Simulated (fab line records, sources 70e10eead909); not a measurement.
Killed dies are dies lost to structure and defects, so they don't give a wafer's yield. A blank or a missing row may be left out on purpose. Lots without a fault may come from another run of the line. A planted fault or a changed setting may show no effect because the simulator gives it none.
fab line records | flow nand_harc
record lots=6 wafers=18 last_day=33
route steps=1302 shown A_STAIRCASE@737 END@1302
lots that met no fault: from a run of the same line without faults
start_h: hours from the record's first day to the start of the lot's first wafer shown | wait_h: hours since the lot's step before | " the same as in the row above | L1.1+2: a row that stands for several wafers | - no value, or no start given | * or withheld: withheld | < > ~ a bound
route shown NAME@n: a module of which the file shows steps, and the number in the route of the first | usual: mean/standard deviation of fault-free wafers | same: alike in all rows | chamber/n: place in a boat | sites: the reading at each site | _std_site: their standard deviation | _edge_site: outer sites' mean less inner sites' | radius_mm: how far each site lies from the wafer's centre | mask NAME#n: copy n | behind: the tool/chamber that last shaped the wafer | hold: why the lot was held/for how many hours/how that ended | device: the transistor (n, p or np) that didn't switch | end of line: the same wafers' tests at the end of the route | a step without rows: its recipe alone | killed: dies lost to structure and defects at the first sort, not the wafer's yield | map: a wafer's dies, x killed, . not, _ none there
set.NAME: the setting as run; set.NAME@STEP: as run at that earlier step | model.NAME: the simulator's own value behind a step, which no gauge read
lots at some steps of the route; a table a step, a row a wafer
services: from which hour (start_h, from the record's first day; less than 0 if before it) a tool's chamber was out of use, for how many hours, and why
## steps
# step NHARC_A_STAIRCASE_ETCH_223
# recipe target_depth_a=1000 time_s=40.5 ion_energy_ev=400 c4f8_flow_sccm=20 o2_flow_sccm=10 ar_flow_sccm=withheld rf_w=600 bias_w=1000 chemistry=C4F8/O2
# step NHARC_A_STAIRCASE_TRIM_224
# recipe time_s=211.2 o2_flow_sccm=500 ar_flow_sccm=0 bias_w=0 chemistry=O2
# usual chamber_pressure_mTorr=60.00/0.048 drypump_motor_current_A=5.6/0.36 oes_product_au=1.002/0.0086 rf_vpp_V=57.7/0.88 showerhead_plenum_p_Torr=3.50/0.16 throttle_valve_pct=17.036/0.0095
# same bias_w=0 time_s=211.2
# columns lot.wafer tool chamber start_h wait_h chamber_pressure_mTorr drypump_motor_current_A oes_product_au rf_hours_counter_h rf_vpp_V showerhead_plenum_p_Torr throttle_valve_pct
L904.1 rie_diel-05 1 - - 59.98 5.3 1.009 43 58.0 3.37 17.031
L904.4 " 3 " " 60.00 5.2 1.015 45 58.0 3.63 17.054
L904.2 " 0 " " 60.00 5.6 1.003 38 59.3 3.79 17.028
L907.1 rie_diel-05 0 - - 59.94 5.6 0.999 42 59.3 3.78 17.027
L907.4 " 1 " " 60.01 5.3 1.018 47 57.1 3.37 17.045
L907.6 " 0 " " 59.99 5.6 1.010 - 58.5 3.78 17.027
L917.4 rie_diel-13 0 - - 60.01 5.3 1.000 53 57.5 3.31 17.023
L917.2 " 1 " " 60.09 5.6 1.009 53 58.3 3.40 17.051
L917.5 " 1 " " 60.03 5.6 1.001 - 58.6 3.40 17.051
L924.2 rie_diel-05 1 - - 59.93 5.3 1.010 46 57.2 3.34 17.046
L924.3 " 3 " " 60.00 5.2 1.009 41 57.8 3.60 17.049
L924.6 " 1 " " 59.99 5.3 1.007 - 57.2 3.34 17.057
L925.1 rie_diel-05 3 - - 60.06 5.2 1.002 42 58.5 3.60 17.040
L925.3 " 1 " " 60.05 5.3 0.995 47 56.5 3.34 17.036
L925.4 " 2 " " 59.96 6.5 0.990 49 56.8 3.27 17.039
L923.2 rie_diel-01 2 - - 59.93 6.0 0.997 2 56.5 3.72 17.044
L923.3 " 0 " " 59.96 5.4 0.998 2 58.2 3.52 17.023
L923.5 " 3 " " 60.02 5.1 0.997 - 56.2 3.46 17.025
# step NHARC_A_STAIRCASE_ETCH_225
# recipe target_depth_a=1000 time_s=40.5 ion_energy_ev=400 c4f8_flow_sccm=20 o2_flow_sccm=10 ar_flow_sccm=withheld rf_w=600 bias_w=1000 chemistry=C4F8/O2
# step NHARC_A_STAIRCASE_TRIM_226
# recipe time_s=211.2 o2_flow_sccm=500 ar_flow_sccm=0 bias_w=0 chemistry=O2
# usual chamber_pressure_mTorr=60.01/0.064 drypump_motor_current_A=5.6/0.38 oes_product_au=1.001/0.009 rf_vpp_V=57.8/0.87 showerhead_plenum_p_Torr=3.49/0.16 throttle_valve_pct=17.037/0.009
# same bias_w=0 time_s=211.2
# columns lot.wafer tool chamber start_h wait_h chamber_pressure_mTorr drypump_motor_current_A oes_product_au rf_hours_counter_h rf_vpp_V showerhead_plenum_p_Torr throttle_valve_pct
L904.4 rie_diel-05 1 - - 60.03 5.3 1.000 43 57.8 3.37 17.053
L904.1 " 2 " " 60.00 6.5 0.983 47 57.6 3.31 17.034
L904.2 " 3 " " 60.01 5.2 0.995 46 56.1 3.63 17.042
L907.1 rie_diel-05 3 - - 60.07 5.2 1.013 49 58.2 3.63 17.031
L907.4 " 1 " " 60.01 5.3 1.010 47 56.6 3.37 17.038
L907.6 " 2 " " 60.03 6.4 0.987 - 56.2 3.30 17.038
L917.4 rie_diel-13 2 - - 60.04 5.7 1.006 39 57.3 3.46 17.035
L917.2 " 3 " " 59.98 5.7 1.004 46 57.7 3.45 17.043
L917.5 " 1 " " 59.99 5.5 0.997 - 56.8 3.40 17.028
L924.3 rie_diel-05 3 - - 59.97 5.2 1.001 41 56.1 3.60 17.041
L924.2 " 1 " " 60.09 5.3 0.992 46 57.9 3.34 17.027
L924.6 " 0 " " 60.01 5.6 1.003 - 59.2 3.75 17.020
L925.4 rie_diel-05 0 - - 60.03 5.6 1.012 45 58.2 3.75 17.031
L925.1 " 1 " " 60.03 5.3 0.999 47 56.5 3.34 17.044
L925.3 " 2 " " 60.00 6.5 1.000 49 57.0 3.27 17.040
L923.2 rie_diel-01 2 - - 59.93 5.9 0.991 2 60.0 3.72 17.059
L923.3 " 0 " " 60.03 5.4 1.000 2 57.4 3.52 17.047
L923.5 " 1 " " 60.00 6.2 1.008 - 56.6 3.72 17.033
# step NHARC_A_STAIRCASE_ETCH_227
# recipe target_depth_a=1000 time_s=40.5 ion_energy_ev=400 c4f8_flow_sccm=20 o2_flow_sccm=10 ar_flow_sccm=withheld rf_w=600 bias_w=1000 chemistry=C4F8/O2
# usual oes_product_au=0.945/0.01 rf_vpp_V=895/5.7
# same time_s=40.5
# columns lot.wafer tool chamber start_h wait_h oes_product_au rf_hours_counter_h rf_vpp_V
L904.1 rie_diel-05 1 - - 0.960 43 889
L904.4 " 2 " " 0.951 48 888
L904.2 " 3 " " 0.954 46 899
L907.4 rie_diel-05 3 - - 0.953 50 900
L907.1 " 1 " " 0.961 47 889
L907.6 " 3 " " 0.947 - 901
L917.2 rie_diel-13 3 - - 0.947 46 893
L917.4 " 1 " " 0.936 53 890
L917.5 " 3 " " 0.947 - 893
L924.3 rie_diel-05 1 - - 0.930 46 889
L924.2 " 3 " " 0.934 42 898
L924.6 " 2 " " 0.929 - 887
L925.1 rie_diel-05 3 - - 0.958 42 900
L925.4 " 0 " " 0.948 45 904
L925.3 " 1 " " 0.956 47 889
L923.2 rie_diel-01 3 - - 0.940 2 894
L923.3 " 1 " " 0.947 2 902
L923.5 " 2 " " 0.935 - 903
# step NHARC_A_STAIRCASE_TRIM_229
# recipe time_s=211.2 o2_flow_sccm=500 ar_flow_sccm=0 bias_w=0 chemistry=O2
# usual chamber_pressure_mTorr=60.00/0.058 drypump_motor_current_A=5.6/0.43 oes_product_au=1.002/0.0091 rf_vpp_V=57.8/0.91 showerhead_plenum_p_Torr=3.54/0.16 throttle_valve_pct=17.036/0.0088
# same bias_w=0 time_s=211.2
# columns lot.wafer tool chamber start_h wait_h chamber_pressure_mTorr drypump_motor_current_A oes_product_au rf_hours_counter_h rf_vpp_V showerhead_plenum_p_Torr throttle_valve_pct
L904.4 rie_diel-05 1 365.69 0.1 59.96 5.3 1.016 43 57.4 3.37 17.026
L904.2 " 3 " " 59.95 5.2 1.019 46 59.7 3.63 17.049
L904.1 " 0 " " 59.94 5.6 1.011 38 60.1 3.79 17.034
L907.4 rie_diel-05 3 380.48 0.1 59.97 5.2 1.015 50 57.2 3.63 17.036
L907.1 " 0 " " 59.98 5.6 1.010 42 58.2 3.78 17.035
L907.6 " 3 " " 59.97 5.2 1.004 - 57.3 3.63 17.041
L917.2 rie_diel-01 1 495.37 0.1 60.03 6.2 1.006 30 57.1 3.73 17.026
L917.4 " 2 " " 60.05 6.0 1.008 38 57.6 3.73 17.049
L917.5 " 0 " " 60.02 5.4 1.012 - 55.9 3.53 17.042
L924.3 rie_diel-01 3 567.00 0.1 60.01 5.1 0.994 0 57.5 3.47 17.049
L924.2 " 2 " " 59.87 6.0 0.994 0 59.5 3.72 17.048
L924.6 " 0 " " 59.99 5.4 0.990 - 58.1 3.52 17.026
L925.4 rie_diel-01 3 568.52 0.1 60.01 5.1 0.994 0 57.1 3.47 17.027
L925.3 " 1 " " 60.06 6.2 1.017 1 59.3 3.72 17.054
L925.1 " 2 " " 60.04 6.0 0.992 1 58.3 3.72 17.035
L923.2 rie_diel-01 0 571.49 0.1 60.04 5.4 0.994 2 57.5 3.52 17.020
L923.3 " 2 " " 59.99 5.9 0.989 2 58.7 3.72 17.027
L923.5 " 0 " " 59.99 5.4 0.979 - 57.2 3.52 17.043
# step NHARC_A_STAIRCASE_ETCH_230
# recipe target_depth_a=1000 time_s=40.5 ion_energy_ev=400 c4f8_flow_sccm=20 o2_flow_sccm=10 ar_flow_sccm=withheld rf_w=600 bias_w=1000 chemistry=C4F8/O2
# step NHARC_A_STAIRCASE_TRIM_231
# recipe time_s=211.2 o2_flow_sccm=500 ar_flow_sccm=0 bias_w=0 chemistry=O2
# usual chamber_pressure_mTorr=60.00/0.059 drypump_motor_current_A=5.6/0.42 oes_product_au=1.002/0.008 rf_vpp_V=57.9/0.98 showerhead_plenum_p_Torr=3.55/0.16 throttle_valve_pct=17.037/0.009
# same bias_w=0 time_s=211.2
# columns lot.wafer tool chamber start_h wait_h chamber_pressure_mTorr drypump_motor_current_A oes_product_au rf_hours_counter_h rf_vpp_V showerhead_plenum_p_Torr throttle_valve_pct
L904.1 rie_diel-05 0 - - 60.05 5.6 1.011 38 58.8 3.79 17.033
L904.4 " 2 " " 60.02 6.5 0.997 48 56.8 3.31 17.035
L904.2 " 3 " " 59.99 5.1 0.998 46 56.2 3.63 17.031
L907.1 rie_diel-05 1 - - 60.00 5.3 1.002 47 55.7 3.37 17.032
L907.4 " 0 " " 60.10 5.6 1.007 42 58.1 3.78 17.041
L907.6 " 2 " " 60.03 6.5 0.996 - 57.9 3.30 17.046
L917.4 rie_diel-01 2 - - 60.01 5.9 1.001 38 59.2 3.73 17.037
L917.2 " 3 " " 60.01 5.1 1.006 36 57.5 3.47 17.050
L917.5 " 2 " " 60.03 6.0 1.010 - 57.6 3.73 17.034
L924.2 rie_diel-01 2 - - 59.91 5.9 1.008 0 57.4 3.72 17.046
L924.3 " 0 " " 59.92 5.4 0.997 0 57.7 3.52 17.019
L924.6 " 2 " " 59.99 6.0 1.001 - 56.8 3.72 17.050
L925.3 rie_diel-01 1 - - 60.00 6.2 1.015 1 59.1 3.72 17.034
L925.4 " 2 " " 60.02 5.9 0.991 1 57.8 3.72 17.049
L925.1 " 0 " " 60.13 5.4 1.006 1 58.8 3.52 17.018
L923.2 rie_diel-01 2 - - 59.89 6.0 0.999 2 59.2 3.72 17.041
L923.3 " 3 " " 59.96 5.1 0.990 2 57.9 3.47 17.041
L923.5 " 2 " " 59.98 6.0 0.993 - 59.8 3.72 17.031
# step NHARC_A_STAIRCASE_ETCH_232
# recipe target_depth_a=1000 time_s=40.5 ion_energy_ev=400 c4f8_flow_sccm=20 o2_flow_sccm=10 ar_flow_sccm=withheld rf_w=600 bias_w=1000 chemistry=C4F8/O2
# step NHARC_A_STAIRCASE_TRIM_233
# recipe time_s=211.2 o2_flow_sccm=500 ar_flow_sccm=0 bias_w=0 chemistry=O2
# step NHARC_A_STAIRCASE_ETCH_234
# recipe target_depth_a=1000 time_s=40.5 ion_energy_ev=400 c4f8_flow_sccm=20 o2_flow_sccm=10 ar_flow_sccm=withheld rf_w=600 bias_w=1000 chemistry=C4F8/O2
# step NHARC_A_STAIRCASE_TRIM_235
# recipe time_s=211.2 o2_flow_sccm=500 ar_flow_sccm=0 bias_w=0 chemistry=O2
# usual bias_w=0/0 chamber_pressure_mTorr=59.99/0.057 drypump_motor_current_A=5.6/0.42 oes_product_au=1.002/0.0092 rf_vpp_V=57.8/0.95 showerhead_plenum_p_Torr=3.54/0.16 throttle_valve_pct=17.036/0.0096 time_s=211.2/0
# columns lot.wafer tool chamber start_h wait_h bias_w chamber_pressure_mTorr drypump_motor_current_A oes_product_au rf_hours_counter_h rf_vpp_V showerhead_plenum_p_Torr throttle_valve_pct time_s
L904.4 rie_diel-05 0 366.43 - 0 60.07 5.6 1.001 38 58.0 3.79 17.039 211.2
L904.1 " 1 " " 0 60.03 5.3 0.999 43 57.2 3.37 17.040 211.2
L904.2 " 3 " " 0 60.02 5.2 1.008 46 57.0 3.63 17.043 211.2
L907.1 rie_diel-05 3 381.21 - 0 60.05 5.2 1.002 50 56.9 3.63 17.022 211.2
L907.4 " 2 " " 0 59.98 6.5 0.985 51 57.0 3.30 17.048 211.2
L907.6 " 3 " " 0 60.03 5.2 1.000 - 56.8 3.63 17.043 211.2
L917.2 rie_diel-01 1 496.09 - 0 60.09 6.2 1.015 30 57.5 3.73 17.039 211.2
L917.4 " 2 " " 0 60.00 5.9 1.012 38 58.1 3.73 17.015 211.2
L917.5 " 0 " " 0 59.98 5.4 1.017 - 58.2 3.53 17.044 211.2
L924.2 rie_diel-01 2 567.75 - - - - - - - - - -
L924.3 " 3 " " - - - - - - - - -
L924.6 " 2 " " - - - - - - - - -
L925.1 rie_diel-01 2 569.91 - - - - - - - - - -
L925.3 " 3 " " - - - - - - - - -
L925.4 " 1 " " - - - - - - - - -
L923.2 rie_diel-01 3 572.23 - 0 60.01 5.1 1.003 2 57.8 3.46 17.036 211.2
L923.3 " 0 " " 0 59.95 5.4 1.001 2 56.7 3.52 17.043 211.2
L923.5 " 3 " " 0 59.96 5.1 0.995 - 58.8 3.46 17.053 211.2
# step NHARC_A_STAIRCASE_ETCH_236
# recipe target_depth_a=1000 time_s=40.5 ion_energy_ev=400 c4f8_flow_sccm=20 o2_flow_sccm=10 ar_flow_sccm=withheld rf_w=600 bias_w=1000 chemistry=C4F8/O2
# step NHARC_END_SORT_01
# recipe temp_c=25
# usual killed_at_array=59/24 killed_at_other=0.7/1.2 killed_at_periphery=3.5/2.6 killed_dies=63/24 killed_open=3.2/2.1 killed_short=2.4/1.5
# same gross_dies=677
# columns lot.wafer tool chamber start_h wait_h killed_at_array killed_at_other killed_at_periphery killed_dies killed_open killed_short
L925.1 prober-01 0 774.36 2.5 676 0 1 677 4 3
L925.3 prober-01 0 775.99 3.1 677 0 0 677 2 1
L925.4 prober-01 0 776.80 3.4 671 1 5 677 6 2
L924.2 prober-02 0 775.20 2.8 673 0 4 677 1 0
L924.3 prober-02 0 776.01 3.1 673 0 4 677 8 4
L924.6 prober-02 0 778.42 4.0 676 0 1 677 2 3
# killed by level:class
L925.1 A_STAIRCASE:area_trim=655 A_SLIT:chamber_film_flake=4 A_CHANNEL_HOLE_D1:unspecified=3 A_CONTACT:chamber_film_flake=3 A_BLC:geometric_particle:open=2 P_M0:geometric_particle:short=1 A_CHANNEL_HOLE_D1:geometric_particle:open=1 A_CHANNEL_HOLE_D1:geometric_particle:short=1
L924.2 A_STAIRCASE:area_trim=599 A_SLIT:chamber_film_flake=28 A_CHANNEL_HOLE_D2:chamber_film_flake=21 A_CHANNEL_HOLE_D1:chamber_film_flake=13 A_STAIRCASE:chamber_film_flake=5 P_GATE:chamber_film_flake=4 A_CONTACT:chamber_film_flake=3 A_M0:geometric_particle:open=1
L925.3 A_STAIRCASE:area_trim=652 A_SLIT:chamber_film_flake=10 A_CONTACT:chamber_film_flake=3 A_M1:chamber_film_flake=3 A_CHANNEL_HOLE_D1:chamber_film_flake=2 A_STAIRCASE:chamber_film_flake=2 A_CHANNEL_FILL_D1:geometric_particle:short=1 A_WL_FILL:geometric_particle:open=1
L924.3 A_STAIRCASE:area_trim=589 A_SLIT:chamber_film_flake=29 A_CHANNEL_HOLE_D2:chamber_film_flake=23 A_CHANNEL_HOLE_D1:chamber_film_flake=10 A_STAIRCASE:chamber_film_flake=8 A_CONTACT:chamber_film_flake=4 A_CHANNEL_FILL_D2:geometric_particle:short=2 P_STI:geometric_particle:open=1
L925.4 A_STAIRCASE:area_trim=657 P_STI:chamber_film_flake=2 A_CHANNEL_HOLE_D1:chamber_film_flake=2 A_STAIRCASE:chamber_film_flake=2 A_SLIT:chamber_film_flake=2 P_CONTACT:geometric_particle:open=1 P_M0:geometric_particle:open=1 P_M0:geometric_particle:short=1
L924.6 A_STAIRCASE:area_trim=609 A_SLIT:chamber_film_flake=23 A_CHANNEL_HOLE_D2:chamber_film_flake=20 A_CHANNEL_HOLE_D1:chamber_film_flake=8 A_STAIRCASE:chamber_film_flake=6 A_ZERO_WELL:chamber_film_flake=2 A_WL_FILL:chamber_film_flake=2 P_M2:geometric_particle:short=1
# map L924.2 (x killed, . not)
____________x____________
_________xxxxxxx_________
_______xxxxxxxxxxx_______
______xxxxxxxxxxxxx______
_____xxxxxxxxxxxxxxx_____
____xxxxxxxxxxxxxxxxx____
____xxxxxxxxxxxxxxxxx____
___xxxxxxxxxxxxxxxxxxx___
___xxxxxxxxxxxxxxxxxxx___
__xxxxxxxxxxxxxxxxxxxxx__
__xxxxxxxxxxxxxxxxxxxxx__
_xxxxxxxxxxxxxxxxxxxxxxx_
_xxxxxxxxxxxxxxxxxxxxxxx_
_xxxxxxxxxxxxxxxxxxxxxxx_
_xxxxxxxxxxxxxxxxxxxxxxx_
_xxxxxxxxxxxxxxxxxxxxxxx_
xxxxxxxxxxxxxxxxxxxxxxxxx
xxxxxxxxxxxxxxxxxxxxxxxxx
xxxxxxxxxxxxxxxxxxxxxxxxx
xxxxxxxxxxxxxxxxxxxxxxxxx
xxxxxxxxxxxxxxxxxxxxxxxxx
_xxxxxxxxxxxxxxxxxxxxxxx_
_xxxxxxxxxxxxxxxxxxxxxxx_
_xxxxxxxxxxxxxxxxxxxxxxx_
_xxxxxxxxxxxxxxxxxxxxxxx_
_xxxxxxxxxxxxxxxxxxxxxxx_
__xxxxxxxxxxxxxxxxxxxxx__
__xxxxxxxxxxxxxxxxxxxxx__
___xxxxxxxxxxxxxxxxxxx___
___xxxxxxxxxxxxxxxxxxx___
____xxxxxxxxxxxxxxxxx____
____xxxxxxxxxxxxxxxxx____
_____xxxxxxxxxxxxxxx_____
______xxxxxxxxxxxxx______
_______xxxxxxxxxxx_______
_________xxxxxxx_________
____________x____________
# map L925.1 (x killed, . not)
____________x____________
_________xxxxxxx_________
_______xxxxxxxxxxx_______
______xxxxxxxxxxxxx______
_____xxxxxxxxxxxxxxx_____
____xxxxxxxxxxxxxxxxx____
____xxxxxxxxxxxxxxxxx____
___xxxxxxxxxxxxxxxxxxx___
___xxxxxxxxxxxxxxxxxxx___
__xxxxxxxxxxxxxxxxxxxxx__
__xxxxxxxxxxxxxxxxxxxxx__
_xxxxxxxxxxxxxxxxxxxxxxx_
_xxxxxxxxxxxxxxxxxxxxxxx_
_xxxxxxxxxxxxxxxxxxxxxxx_
_xxxxxxxxxxxxxxxxxxxxxxx_
_xxxxxxxxxxxxxxxxxxxxxxx_
xxxxxxxxxxxxxxxxxxxxxxxxx
xxxxxxxxxxxxxxxxxxxxxxxxx
xxxxxxxxxxxxxxxxxxxxxxxxx
xxxxxxxxxxxxxxxxxxxxxxxxx
xxxxxxxxxxxxxxxxxxxxxxxxx
_xxxxxxxxxxxxxxxxxxxxxxx_
_xxxxxxxxxxxxxxxxxxxxxxx_
_xxxxxxxxxxxxxxxxxxxxxxx_
_xxxxxxxxxxxxxxxxxxxxxxx_
_xxxxxxxxxxxxxxxxxxxxxxx_
__xxxxxxxxxxxxxxxxxxxxx__
__xxxxxxxxxxxxxxxxxxxxx__
___xxxxxxxxxxxxxxxxxxx___
___xxxxxxxxxxxxxxxxxxx___
____xxxxxxxxxxxxxxxxx____
____xxxxxxxxxxxxxxxxx____
_____xxxxxxxxxxxxxxx_____
______xxxxxxxxxxxxx______
_______xxxxxxxxxxx_______
_________xxxxxxx_________
____________x____________
## services
# columns tool chamber start_h hours kind
rie_diel-13 - 342.18 9.0 pm
rie_diel-13 2 353.03 8.5 repair
rie_diel-13 3 356.16 5.9 repair
rie_diel-05 0 362.04 - clean
rie_diel-05 1 362.04 - clean
rie_diel-05 2 362.04 - clean
rie_diel-05 3 362.04 - clean
rie_diel-13 - 362.98 1.1 repair
rie_diel-01 1 370.55 30.6 repair
rie_diel-01 - 380.95 9.0 pm
rie_diel-05 0 386.57 - clean
rie_diel-05 1 386.57 - clean
rie_diel-05 2 386.57 - clean
rie_diel-05 3 386.57 - clean
rie_diel-05 - 406.63 9.0 pm
rie_diel-05 0 406.63 10.3 vent_cycle
rie_diel-05 1 406.63 9.0 vent_cycle
rie_diel-01 - 431.97 0.4 repair
rie_diel-13 2 445.07 16.4 repair
rie_diel-01 3 452.02 15.6 repair
rie_diel-13 0 499.96 6.0 repair
rie_diel-05 3 519.22 5.4 repair
rie_diel-13 - 520.19 9.0 pm
rie_diel-01 - 557.95 9.0 pm
## key
first_sign step=NHARC_A_STAIRCASE_TRIM_235 reading=tool_record direction=missing
effect step=NHARC_END_SORT_01 reading=killed_at_array direction=up sigmas=26 usual=59 struck=674
more_kills_born_at NHARC_A_STAIRCASE_TRIM_235@rie_diel-01=3762
met_at NHARC_A_STAIRCASE_TRIM_235
struck_wafers L924.2,L924.3,L924.6,L925.1,L925.3,L925.4
later_rows_left_out L924.2,L924.3,L924.6,L925.1,L925.3,L925.4
tester_left_out L924,L925
onset_between 496.09 567.75
fault kind=skipped_step_whole tool=rie_diel-01 chamber=- onset_h=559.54 steps=NHARC_A_STAIRCASE_TRIM_235 scope=struck_lots_only
# tester_left_out: of these lots the tester's yield and bins aren't shown, on N5 and GAA mostly nor the transistor test; their killed dies are dies lost to structure and defects alone, not to doping, threshold or leakage, so they don't give the yield
# later_rows_left_out: the simulator's readings of these wafers behind a module that went badly wrong aren't trusted and aren't shown, but for the sort
